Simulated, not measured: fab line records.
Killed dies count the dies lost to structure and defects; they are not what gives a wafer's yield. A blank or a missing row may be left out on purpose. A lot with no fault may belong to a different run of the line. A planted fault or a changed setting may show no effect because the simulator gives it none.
Chamber matching / flow n5-finfet / rie-diel-06 running N5_BEOL_M13_TRENCH_ETCH_34: 4 sister chambers
The step etches SiOC in C4F8/O2/Ar, target depth 413.47 nm, time 162.6 s. 8 wafers are shown with their chamber, then 10 later ones without.

## WAFERS, EACH WITH ITS CHAMBER
wafer=L084.6; chamber=2; drypump-motor-current-A (A)=6.02; throttle-valve-pct (%)=24.23
wafer=L086.1; chamber=2; drypump-motor-current-A (A)=5.99; throttle-valve-pct (%)=24.23
wafer=L086.4; chamber=3; drypump-motor-current-A (A)=5.41; throttle-valve-pct (%)=24.37
wafer=L087.4; chamber=1; drypump-motor-current-A (A)=6.29; throttle-valve-pct (%)=23.60
wafer=L087.5; chamber=0; drypump-motor-current-A (A)=5.93; throttle-valve-pct (%)=24.46
wafer=L087.6; chamber=3; drypump-motor-current-A (A)=5.41; throttle-valve-pct (%)=24.38
wafer=L091.1; chamber=1; drypump-motor-current-A (A)=6.23; throttle-valve-pct (%)=23.59
wafer=L091.3; chamber=0; drypump-motor-current-A (A)=5.95; throttle-valve-pct (%)=24.47

## WAFERS WHOSE CHAMBER IS MISSING
wafer=L091.6; drypump-motor-current-A (A)=6.02; throttle-valve-pct (%)=24.23
wafer=L093.1; drypump-motor-current-A (A)=5.42; throttle-valve-pct (%)=24.40
wafer=L093.3; drypump-motor-current-A (A)=6.26; throttle-valve-pct (%)=23.62
wafer=L093.5; drypump-motor-current-A (A)=6.26; throttle-valve-pct (%)=23.61
wafer=L092.3; drypump-motor-current-A (A)=5.98; throttle-valve-pct (%)=24.24
wafer=L092.4; drypump-motor-current-A (A)=5.90; throttle-valve-pct (%)=24.45
wafer=L092.5; drypump-motor-current-A (A)=5.90; throttle-valve-pct (%)=24.46
wafer=L097.1; drypump-motor-current-A (A)=5.41; throttle-valve-pct (%)=24.41
wafer=L097.3; drypump-motor-current-A (A)=6.25; throttle-valve-pct (%)=23.64
wafer=L097.5; drypump-motor-current-A (A)=6.25; throttle-valve-pct (%)=23.63

## EACH ONE'S CHAMBER
wafer=L091.6; from the rows above=2; in truth=2
wafer=L093.1; from the rows above=3; in truth=3
wafer=L093.3; from the rows above=1; in truth=1
wafer=L093.5; from the rows above=1; in truth=1
wafer=L092.3; from the rows above=2; in truth=2
wafer=L092.4; from the rows above=0; in truth=0
wafer=L092.5; from the rows above=0; in truth=0
wafer=L097.1; from the rows above=3; in truth=3
wafer=L097.3; from the rows above=1; in truth=1
wafer=L097.5; from the rows above=1; in truth=1
10 of 10 placed correctly. Can't be placed from these rows: 0. Number placed wrongly: 0.
How it was worked out, from the rows above alone: a wafer's distance from a chamber is the root of the sum, over the readings, of the square of ((its reading less the chamber's mean) divided by the reading's scatter). The wafer belongs to the nearest chamber; if the next one is less than 2 further off, it can't be placed. Each chamber's mean is taken over the wafers shown for it. The scatter is the square root of a quotient: the sum, over the shown wafers, of each reading's squared deviation from its chamber's mean, divided by wafers minus chambers.
